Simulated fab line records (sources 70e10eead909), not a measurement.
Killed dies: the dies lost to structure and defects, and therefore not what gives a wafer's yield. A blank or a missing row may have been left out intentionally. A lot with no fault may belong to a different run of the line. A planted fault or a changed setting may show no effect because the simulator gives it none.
Matching of chambers	flow nand harc	4 sister chambers for NHARC_A_STAIRCASE_ETCH_444 on rie diel-04
The step etches the open film in C4F8/O2, target depth 20400 nm, time 6800 s. 8 wafers are shown with their chamber, then 9 later ones without.

WAFERS, EACH WITH ITS CHAMBER
wafer	chamber	rf vpp V (V)	oes product au (a.u.)
L086.5	3	800	0.945
L090.1	0	815	0.918
L090.2	1	813	0.899
L091.1	0	814	0.919
L091.3	1	813	0.913
L093.1	3	817	0.915
L093.2	2	806	0.909
L093.5	2	806	0.918

WAFERS WHOSE CHAMBER IS MISSING
wafer	rf vpp V (V)	oes product au (a.u.)
L094.1	815	0.920
L094.3	811	0.911
L094.5	817	0.930
L096.1	804	0.931
L096.3	811	0.903
L096.4	815	0.912
L097.2	804	0.929
L097.5	814	0.914
L097.6	813	0.912

THE CHAMBER EACH PASSED THROUGH
wafer	from the rows above	in truth
L094.1	can't be placed: 0 or 1 or 3 or 2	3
L094.3	can't be placed: 1 or 0 or 2 or 3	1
L094.5	can't be placed: 0 or 3 or 1 or 2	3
L096.1	can't be placed: 3 or 2 or 0 or 1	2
L096.3	can't be placed: 1 or 2 or 0 or 3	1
L096.4	can't be placed: 0 or 1 or 2 or 3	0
L097.2	can't be placed: 3 or 2 or 0 or 1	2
L097.5	can't be placed: 0 or 1 or 2 or 3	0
L097.6	can't be placed: 1 or 0 or 2 or 3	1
Correct placement for 0 of the 9. From these rows, 9 cannot be placed; in 9 the true chamber is one of the candidates. Placed wrongly: 0.
How it was worked out, from the rows above alone: a wafer's distance from a chamber is the root of the sum, over the readings, of the square of ((its reading less the chamber's mean) divided by the reading's scatter). The wafer belongs to the nearest chamber; if the next one is less than 2 further off, it can't be placed. For every chamber, the mean is computed from those of its wafers that are shown. The scatter is the square root of a quotient: the sum, over the shown wafers, of each reading's squared deviation from its chamber's mean, divided by wafers minus chambers.
